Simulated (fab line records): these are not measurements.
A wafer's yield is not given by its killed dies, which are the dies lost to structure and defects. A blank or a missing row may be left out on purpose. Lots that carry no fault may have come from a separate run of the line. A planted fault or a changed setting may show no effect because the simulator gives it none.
Chamber matching | flow n5-finfet | N5_BEOL_M3_ALD_98 on ald-sin-04: 4 sister chambers
The step deposits SiO2, target thk 2.5 nm, pulse time 1 s, co reactant pulse time 1 s. 4 wafers are shown with their chamber, then 12 later ones without.

== WAFERS, EACH WITH ITS CHAMBER ==
wafer  | chamber | heater-power-w (W)
L087.1 | 2       | 76
L090.1 | 1       | 76
L090.2 | 0       | 84
L090.3 | 3       | 86

== WAFERS MISSING THEIR CHAMBER ==
wafer  | heater-power-w (W)
L090.4 | 76
L090.5 | 75
L090.6 | 77
L095.3 | 84
L095.4 | 76
L095.6 | 87
L097.1 | 76
L097.2 | 88
L097.3 | 86
L097.4 | 75
L097.5 | 78
L097.6 | 83

== CHAMBER TAKEN BY EACH ==
wafer  | from the rows above     | in truth
L090.4 | can't be placed: 1 or 2 | 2
L090.5 | can't be placed: 1 or 2 | 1
L090.6 | can't be placed: 1 or 2 | 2
L095.3 | can't be placed: 0 or 3 | 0
L095.4 | can't be placed: 1 or 2 | 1
L095.6 | can't be placed: 3 or 0 | 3
L097.1 | can't be placed: 1 or 2 | 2
L097.2 | can't be placed: 3 or 0 | 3
L097.3 | can't be placed: 3 or 0 | 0
L097.4 | can't be placed: 1 or 2 | 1
L097.5 | can't be placed: 1 or 2 | 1
L097.6 | can't be placed: 0 or 3 | 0
0 of 12 placed correctly. Can't be placed from these rows: 12 (the true chamber is among the candidates in 12). Placed wrongly: 0.
How it was worked out, from the rows above alone: a wafer's distance from a chamber is the root of the sum, over the readings, of the square of ((its reading less the chamber's mean) divided by the reading's scatter). The wafer belongs to the nearest chamber; if the next one is less than 2 further off, it can't be placed. A chamber's mean is the mean of its shown wafers. The scatter: with one shown wafer a chamber, the root of the mean of the squares of how far each hidden wafer lies from its nearest shown one.
